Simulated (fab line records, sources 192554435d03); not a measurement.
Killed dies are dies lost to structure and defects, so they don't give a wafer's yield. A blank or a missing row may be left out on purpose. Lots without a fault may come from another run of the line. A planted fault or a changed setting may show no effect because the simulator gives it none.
Problem report in the 8D (eight disciplines) form, filled by code | flow n5_finfet | the parts of the form that need people (team, actions taken, sign-off) are left out

1. THE PROBLEM
barrier_field_endpoint_s at N5_BEOL_M14_CMP_49 reads a mean of 14.1 s on 9 wafers of 3 lots; wafers without a fault read 11.3 s with a standard deviation of 0.38. That is +7.3 standard deviations from the usual mean.
The step: polishes, stops on SiO2, t overpolish 5.2 s, target thk 560 nm.
First seen on wafer L789.2, day 14 22:56, on cmp-03. The record holds 32 wafers of 11 lots with a number at this step. Rule for "out", or "out of limits": more than 4 standard deviations from the usual mean. The other wafers with a number count as sound.

2. WHAT IT IS AND WHAT IT IS NOT
question                    | is                       | is not
which readings at this step | barrier_field_endpoint_s | clearing_platen_rpm, motor_current_A, platen_rpm
which lots                  | L789, L792, L793         | L777, L779, L780, L785, L797, L798, L799, L800
which wafers of those lots  | all that have a number   | -
read on which tools         | cmp-02, cmp-03           | cmp-04
when                        | from day 14 22:56        | up to then (11 sound wafers); but 12 sound wafers of L797, L798, L799, L800 came after

3. SUSPECTS, AND WHAT RULES EACH OUT
Counting: a tool at a process step up to the reading stays a suspect if it ran every lot that is out and no sound lot after the first of them.
- pvd_sputter-03 at N5_BEOL_M14_PRE_CLEAN_42 (time 30 s): kept. It ran every lot that is out, first L789 (day 14 22:08), and no sound lot after that; its last sound lot up to then is L785 (day 13 04:25).
- pvd_sputter-03 at N5_BEOL_M14_SPUTTER_44 (material Ta, target thk 15 nm, time 24.19 s): kept. It ran every lot that is out, first L789 (day 14 22:15), and no sound lot after that; its last sound lot up to then is L785 (day 13 04:32).
Left after counting: pvd_sputter-03 at N5_BEOL_M14_PRE_CLEAN_42, pvd_sputter-03 at N5_BEOL_M14_SPUTTER_44.

4. THE CAUSE (what the simulator had put in)
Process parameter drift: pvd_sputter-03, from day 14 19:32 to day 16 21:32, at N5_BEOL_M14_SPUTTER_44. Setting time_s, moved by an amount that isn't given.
Counting left 2 suspects, and this tool is among them.

5. THE CHAIN OF EFFECTS, in route order
Each row: a reading whose mean over the struck wafers that have a number lies more than 3 standard deviations from the usual. Only readings for which the record gives a usual standard deviation are gone through. hours: the time from each lot's start at the first step in this table that gives one to its start at this step, as a median over the lots. sigmas: the change in usual standard deviations.
hours | step               | reading                  | usual  | on struck wafers | change | sigmas
0     | N5_BEOL_M14_CMP_49 | barrier_field_endpoint_s | 11.3 s | 14.1             | +2.8   | +7.3
The process steps in it:
- N5_BEOL_M14_CMP_49: polishes, stops on SiO2, t overpolish 5.2 s, target thk 560 nm.

6. WHAT WOULD HAVE CAUGHT IT SOONER
In this record the first reading out of limits was taken at day 14 22:56, 3 hours after the fault began at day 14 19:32.
Of the tool readings at N5_BEOL_M14_SPUTTER_44 for which the record gives a usual standard deviation, none was out on any struck wafer, so an alarm limit of 4 standard deviations on them would not have fired.
Of the lots that are out (3), L792, L793 began N5_BEOL_M14_SPUTTER_44 on pvd_sputter-03 after day 14 22:56. A hold on the tool at that time would have spared those 2.
